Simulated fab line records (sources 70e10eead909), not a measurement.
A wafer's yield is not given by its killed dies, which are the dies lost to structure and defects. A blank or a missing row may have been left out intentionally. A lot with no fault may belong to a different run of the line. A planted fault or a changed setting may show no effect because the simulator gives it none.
fab line records    flow nandHarc
record lots=7  wafers=21  lastDay=33
route steps=1302 shown A_WL_FILL@960 END@1302
lots with no fault: from the same line, run without faults
startH: the number of hours between the record's first day and the start of the first shown wafer of the lot    waitH: time in hours since the lot's previous step    " identical to the entry in the row above    L1.1+2: several wafers, shown together as one row    - no value, or no start given    * or withheld: withheld    < > ~ a bound
route shown NAME@n: NAME is a module with steps in the file, n the number in the route of the first one    usual: mean/standard deviation of fault-free wafers    same: alike in all rows    chamber/n: place in a boat    sites: per-site readings    _std_site: how widely they spread, as a standard deviation    _edge_site: outer sites' mean less inner sites'    radiusMm: how far each site lies from the wafer's centre    mask NAME#n: copy n    behind: tool/chamber where the wafer was last shaped    hold: why the lot went on hold/how many hours it stayed there/how the hold came to an end    device: whichever transistor did not switch (one of n, p or np)    end of line: tests of these same wafers at the route's end    a step with no rows: only its recipe    killed: dies lost to structure and defects at the first sort, not the wafer's yield    map: shows each die of a wafer: x if killed, . if not, _ if none is there
set.NAME: the setting that was run; set.NAME@STEP: the one run at that earlier step    model.NAME: the simulator's own value behind a step, which no gauge read
lots at selected steps of the route; one table per step, one row per wafer
services: a tool's chamber out of use, with start hour (startH, from the record's first day; less than 0 if before it), hours out, and reason
## steps
# step NHARC_A_WL_FILL_STRIP_28
# recipe timeS=1200  tempC=72.5  chemistry=postEtchResidueRemover
# step NHARC_A_WL_FILL_PRECLEAN_06
# recipe timeS=300  chemistry=DIW
# step NHARC_A_WL_FILL_SRD_07
# step NHARC_A_WL_FILL_ANNEAL_08
# recipe tempC=450  timeS=1800
# step NHARC_A_WL_FILL_ALD_10
# recipe targetThkA=500  pulseTimeS=10  aldCycles=500  tempC=300  material=SiO2
# usual heaterPowerW=466/62  precursorPulseHeightRel=1.003/0.022
# same aldCycles=500
lot.wafer  tool      chamber  startH  waitH  heaterPowerW  precursorPulseHeightRel
L462.4     aldHk-01  1        453.19  0.6    404           1.006
L462.6     "         0        454.72  2.1    401           1.038
L462.5     "         1        "       "      406           1.004
L470.3     aldHk-02  3        543.10  0.0    484           0.984
L470.4     "         2        544.66  1.6    425           0.998
L470.5     "         0        545.71  2.7    486           1.024
L472.3     aldHk-02  3        548.89  1.1    495           1.036
L472.1     "         0        "       "      484           1.016
L472.5     "         1        "       "      498           0.969
L473.4     aldHk-02  1        553.83  0.6    482           1.002
L473.3     "         2        "       "      427           0.994
L473.5     "         1        555.92  2.7    481           0.973
L478.3     aldHk-04  2        607.74  0.6    480           1.040
L478.2     "         3        "       "      477           0.991
L478.4     "         0        "       "      440           1.012
L481.3     aldHk-04  3        655.72  0.1    491           0.972
L481.4     "         1        656.76  1.1    624           1.015
L481.5     "         3        657.79  2.1    485           1.016
L482.1     aldHk-01  3        656.75  1.1    394           1.020
L482.4     "         0        "       "      418           0.990
L482.5     "         2        658.29  2.6    490           0.977
# step NHARC_A_WL_FILL_ETCHBACK_16
# recipe targetDepthA=1200  timeS=24  c4f8FlowSccm=withheld  o2FlowSccm=8  arFlowSccm=withheld  rfW=600  biasW=800  chemistry=C4F8/O2/Ar
# usual oesProductAu=0.982/0.028  rfVppV=724/3.5
lot.wafer  tool        chamber  startH  waitH  oesProductAu  rfHoursCounterH  rfVppV
L462.4     rieDiel-11  3        -       -      0.990         2.2              731
L462.5     "           3        "       "      0.999         -                730
L462.6     "           0        "       "      0.999         -                726
L470.3     rieDiel-01  1        -       -      0.998         0                720
L470.5     "           1        "       "      1.004         -                720
L470.4     "           2        "       "      0.998         -                724
L472.3     rieDiel-11  3        -       -      0.995         7.6              729
L472.1     "           2        "       "      0.992         7.8              725
L472.5     "           0        "       "      0.997         -                724
L473.3     rieDiel-02  3        -       -      0.989         0                724
L473.4     "           0        "       "      1.007         0                722
L473.5     "           3        "       "      1.006         -                724
L478.4     rieDiel-01  0        -       -      1.011         2.8              729
L478.3     "           1        "       "      1.000         2.7              718
L478.2     "           2        "       "      1.003         2.6              725
L482.1     rieDiel-01  2        -       -      1.001         4.0              723
L482.4     "           0        "       "      0.993         4.1              727
L482.5     "           3        "       "      0.994         -                719
L481.3     rieDiel-02  2        -       -      0.989         3.4              717
L481.4     "           1        "       "      0.991         3.2              724
L481.5     "           3        "       "      0.989         -                723
# step NHARC_A_WL_FILL_STRIP_29
# recipe timeS=20  o2FlowSccm=500  arFlowSccm=0  biasW=0  chemistry=O2
# usual drypumpMotorCurrentA=5.9/0.47  oesProductAu=1.000/0.0073  rfVppV=57.8/0.91  showerheadPlenumPTorr=3.55/0.12  throttleValvePct=17.036/0.01
lot.wafer  tool        chamber  startH  waitH  drypumpMotorCurrentA  oesProductAu  rfHoursCounterH  rfVppV  showerheadPlenumPTorr  throttleValvePct
L462.4     rieDiel-11  3        457.39  0.1    5.3                   0.997         2.2              58.8    3.76                   17.050
L462.6     "           1        "       "      6.0                   0.999         -                58.7    3.51                   17.031
L462.5     "           2        "       "      5.8                   1.002         -                59.2    3.61                   17.051
L470.3     rieDiel-01  2        547.94  0.2    5.6                   1.010         0.0              58.6    3.53                   17.037
L470.4     "           2        "       "      5.6                   1.011         -                57.6    3.53                   17.028
L470.5     "           0        "       "      6.1                   1.010         -                58.1    3.70                   17.032
L472.3     rieDiel-11  3        552.61  0.1    5.3                   0.994         7.6              57.4    3.76                   17.046
L472.1     "           1        "       "      6.0                   1.002         7.8              59.4    3.51                   17.044
L472.5     "           0        "       "      5.8                   0.983         -                58.1    3.59                   17.030
L473.4     rieDiel-02  2        558.09  0.1    5.4                   1.002         0.0              57.8    3.37                   17.032
L473.3     "           0        "       "      6.8                   0.987         0.0              58.5    3.50                   17.029
L473.5     "           2        "       "      5.4                   0.984         -                57.6    3.37                   17.038
L478.2     rieDiel-01  0        611.98  0.1    6.1                   1.011         2.8              58.2    3.70                   17.044
L478.4     "           1        "       "      5.1                   1.006         2.7              56.9    3.37                   17.046
L478.3     "           2        "       "      5.6                   1.010         2.6              57.7    3.53                   17.045
L482.1     rieDiel-01  0        660.45  0.1    6.1                   1.003         4.2              58.1    3.70                   17.028
L482.4     "           3        "       "      5.6                   0.996         3.5              57.4    3.40                   17.033
L482.5     "           0        "       "      6.1                   0.987         -                58.3    3.70                   17.050
L481.3     rieDiel-02  0        660.47  0.1    6.8                   1.001         3.3              58.7    3.50                   17.030
L481.4     "           1        "       "      6.2                   0.996         3.2              57.5    3.64                   17.042
L481.5     "           0        "       "      6.8                   1.001         -                57.5    3.50                   17.033
# step NHARC_A_WL_FILL_ETCHBACK_17
# recipe targetDepthA=40  timeS=26.7  chemistry=Cl2/BCl3
# usual drypumpMotorCurrentA=5.72/0.3  oesProductAu=1.002/0.0081
lot.wafer  tool         chamber  startH  waitH  drypumpMotorCurrentA  oesProductAu  rfHoursCounterH
L462.4     rieMetal-03  0        457.53  -      6.10                  0.996         -
L462.5     "            1        "       "      5.82                  0.997         -
L462.6     "            0        "       "      6.11                  0.990         -
L470.3     rieMetal-03  1        548.07  -      5.83                  1.003         -
L470.4     "            0        "       "      6.09                  1.007         -
L470.5     "            1        "       "      5.83                  1.003         -
L472.1     rieMetal-03  0        552.72  -      6.10                  1.008         0.9
L472.3     "            0        "       "      6.09                  1.000         -
L472.5     "            0        "       "      6.11                  1.003         -
L473.4     rieMetal-03  0        558.21  -      6.09                  1.018         -
L473.3     "            1        "       "      5.86                  1.000         -
L473.5     "            0        "       "      6.08                  1.007         -
L478.2     rieMetal-03  0        612.06  -      6.10                  1.005         1.6
L478.4     "            0        "       "      6.08                  1.007         -
L478.3     "            1        "       "      5.85                  1.013         -
L482.1     rieMetal-02  0        660.56  -      5.63                  1.005         0.3
L482.4     "            1        "       "      5.64                  1.009         -
L482.5     "            1        "       "      5.63                  1.003         -
L481.4     rieMetal-03  1        660.61  -      5.84                  1.012         -
L481.3     "            0        "       "      6.10                  1.005         -
L481.5     "            0        "       "      6.12                  1.014         -
# step NHARC_A_WL_FILL_PRECLEAN_18
# recipe timeS=30  chemistry=dHF
# step NHARC_A_WL_FILL_SRD_21
# step NHARC_A_WL_FILL_CVD_23
# recipe targetThkA=400  tempC=620  pressureMtorr=200  timeS=800  material=poly-Si
# step NHARC_A_WL_FILL_ETCHBACK_26
# recipe targetDepthA=520  timeS=13.3  hbrFlowSccm=150  rfW=350  icpW=350  biasW=60  chemistry=HBr
# usual drypumpMotorCurrentA=5.5/0.38  oesProductAu=1.001/0.0063  throttleValvePct=23.267/0.0097
lot.wafer  tool      chamber  startH  waitH  drypumpMotorCurrentA  oesProductAu  rfHoursCounterH  throttleValvePct
L462.4     rieSi-04  1        464.01  0.4    5.8                   0.997         1.0              23.269
L462.6     "         1        "       "      5.8                   0.997         -                23.281
L462.5     "         2        "       "      5.0                   1.000         -                23.259
L470.4     rieSi-01  3        554.43  0.4    5.3                   0.866         0.1              23.279
L470.3     "         0        "       "      5.8                   0.855         0.1              23.255
L470.5     "         2        "       "      5.1                   0.868         -                23.268
L472.1     rieSi-01  1        557.97  0.4    4.9                   0.870         0.2              23.265
L472.3     "         0        "       "      5.7                   0.859         0.2              23.292
L472.5     "         1        "       "      4.9                   0.870         -                23.273
L473.4     rieSi-01  0        563.45  0.4    5.7                   0.858         0.2              23.272
L473.3     "         2        "       "      5.1                   0.863         0.2              23.272
L473.5     "         0        "       "      5.7                   0.859         -                23.251
L478.4     rieSi-03  2        617.20  0.4    5.5                   1.014         0.4              23.273
L478.2     "         3        "       "      6.0                   0.998         0.4              23.263
L478.3     "         0        "       "      6.3                   1.004         0.3              23.276
L481.4     rieSi-04  1        665.75  0.4    5.8                   1.009         1.0              23.257
L481.3     "         3        "       "      5.7                   1.007         1.0              23.280
L481.5     "         1        "       "      5.8                   0.988         -                23.266
L482.1     rieSi-01  0        665.78  0.4    5.7                   0.994         0.9              23.273
L482.4     "         1        "       "      4.9                   1.013         1.0              23.262
L482.5     "         2        "       "      5.1                   1.000         -                23.269
# step NHARC_A_WL_FILL_PRECLEAN_30
# recipe timeS=10  chemistry=dHF
# step NHARC_END_SORT_01
# recipe tempC=25
# usual killedAtArray=47/14  killedAtOther=0.5/0.72  killedAtPeriphery=4/3.1  killedDies=52/15  killedOpen=3.2/1.9  killedShort=2.4/1.7
# same grossDies=677
lot.wafer  tool       chamber  startH  waitH  killedAtArray  killedAtOther  killedAtPeriphery  killedDies  killedOpen  killedShort
L473.3     prober-01  0        752.45  3.1    50             0              3                  53          3           1
L473.4     prober-01  0        753.25  3.4    35             1              9                  45          2           1
L473.5     prober-01  0        754.05  3.7    35             1              2                  38          1           2
L482.1     prober-02  0        784.42  2.5    48             1              3                  52          2           2
L482.4     prober-02  0        786.79  3.4    43             1              3                  47          4           0
L482.5     prober-02  0        787.58  3.7    48             2              5                  55          4           3
# killed by level:class
L473.3 A_CHANNEL_HOLE_D1:chamberFilmFlake=35 A_STAIRCASE:chamberFilmFlake=4 A_SLIT:chamberFilmFlake=3 A_WL_FILL:chamberFilmFlake=3 A_CHANNEL_HOLE_D2:chamberFilmFlake=2 P_CONTACT:geometricParticle:open=1 P_M0:geometricParticle:open=1 A_ONON_D1:geometricParticle:short=1
L473.4 A_CHANNEL_HOLE_D1:chamberFilmFlake=20 A_STAIRCASE:chamberFilmFlake=7 P_STI:chamberFilmFlake=3 P_CONTACT:chamberFilmFlake=3 P_ZERO_WELL:chamberFilmFlake=2 P_M2:geometricParticle:open=1 A_DECK1_JOINT:geometricParticle:short=1 A_CONTACT:geometricParticle:open=1
L473.5 A_CHANNEL_HOLE_D1:chamberFilmFlake=23 A_STAIRCASE:chamberFilmFlake=3 A_M0:chamberFilmFlake=3 P_CONTACT:chamberFilmFlake=2 A_SLIT:chamberFilmFlake=2 A_ONON_D2:geometricParticle:short=1 A_WL_FILL:geometricParticle:open=1 STARTING-WAFER:geometricParticle:short=1
L482.1 A_CHANNEL_HOLE_D2:chamberFilmFlake=24 A_SLIT:chamberFilmFlake=8 A_CHANNEL_HOLE_D1:chamberFilmFlake=7 A_CONTACT:chamberFilmFlake=3 A_STAIRCASE:chamberFilmFlake=2 P_STI:geometricParticle:short=1 A_DECK1_JOINT:geometricParticle:short=1 A_STAIRCASE:geometricParticle:open=1
L482.4 A_CHANNEL_HOLE_D2:chamberFilmFlake=17 A_CHANNEL_HOLE_D1:chamberFilmFlake=9 A_SLIT:chamberFilmFlake=7 A_STAIRCASE:chamberFilmFlake=3 A_CONTACT:chamberFilmFlake=2 A_DECK1_JOINT:geometricParticle:open=1 A_CHANNEL_HOLE_D2:geometricParticle:open=1 A_SGD_CUT:geometricParticle:open=1
L482.5 A_CHANNEL_HOLE_D2:chamberFilmFlake=29 A_CHANNEL_HOLE_D1:chamberFilmFlake=6 A_SLIT:chamberFilmFlake=4 A_CONTACT:chamberFilmFlake=3 THIN_TSV:chamberFilmFlake=2 P_STI:geometricParticle:open=1 P_GATE:geometricParticle:short=1 A_DECK1_JOINT:geometricParticle:open=1
## services
tool         chamber  startH  hours  kind
rieMetal-03  -        454.57  1.8    repair
aldHk-01     -        456.94  10.0   pm
rieDiel-11   1        494.12  7.3    repair
rieSi-04     -        495.00  9.0    pm
rieMetal-03  -        495.07  9.0    pm
rieDiel-02   1        496.66  2.4    repair
rieDiel-02   -        497.31  0.4    repair
aldHk-02     -        497.40  0.4    repair
rieDiel-02   2        501.78  12.5   repair
aldHk-02     -        506.48  0.9    repair
rieSi-01     -        523.00  9.0    pm
rieSi-04     0        532.52  5.4    repair
rieDiel-01   -        533.87  9.0    pm
rieDiel-01   3        545.36  9.9    repair
rieDiel-02   -        546.70  9.0    pm
rieSi-01     -        559.92  0.2    repair
rieDiel-11   -        585.50  9.0    pm
rieDiel-02   1        592.77  2.6    repair
aldHk-04     -        593.76  10.0   pm
rieDiel-02   -        600.23  2.8    repair
rieDiel-11   2        600.99  13.4   repair
rieDiel-11   3        608.11  3.4    repair
rieDiel-11   0        632.39  67.0   repair
rieDiel-01   3        633.70  3.9    repair
## key
firstSign step=NHARC_A_WL_FILL_ETCHBACK_26  reading=oesProductAu  direction=down  sigmas=22  usual=1.001  struck=0.863
effect none on later readings
metAt NHARC_A_WL_FILL_ETCHBACK_26
struckWafers L470.3,L470.4,L470.5,L472.1,L472.3,L472.5,L473.3,L473.4,L473.5
testerLeftOut L470,L472,L473
fault kind=processParameterDrift  tool=rieSi-01  chamber=-  onsetH=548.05  steps=NHARC_A_WL_FILL_ETCHBACK_26  channel=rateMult  offset=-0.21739  shape=step  endH=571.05
# testerLeftOut: of these lots the tester's yield and bins aren't shown, on N5 and GAA mostly nor the transistor test; their killed dies are dies lost to structure and defects alone, not to doping, threshold or leakage, so they don't give the yield
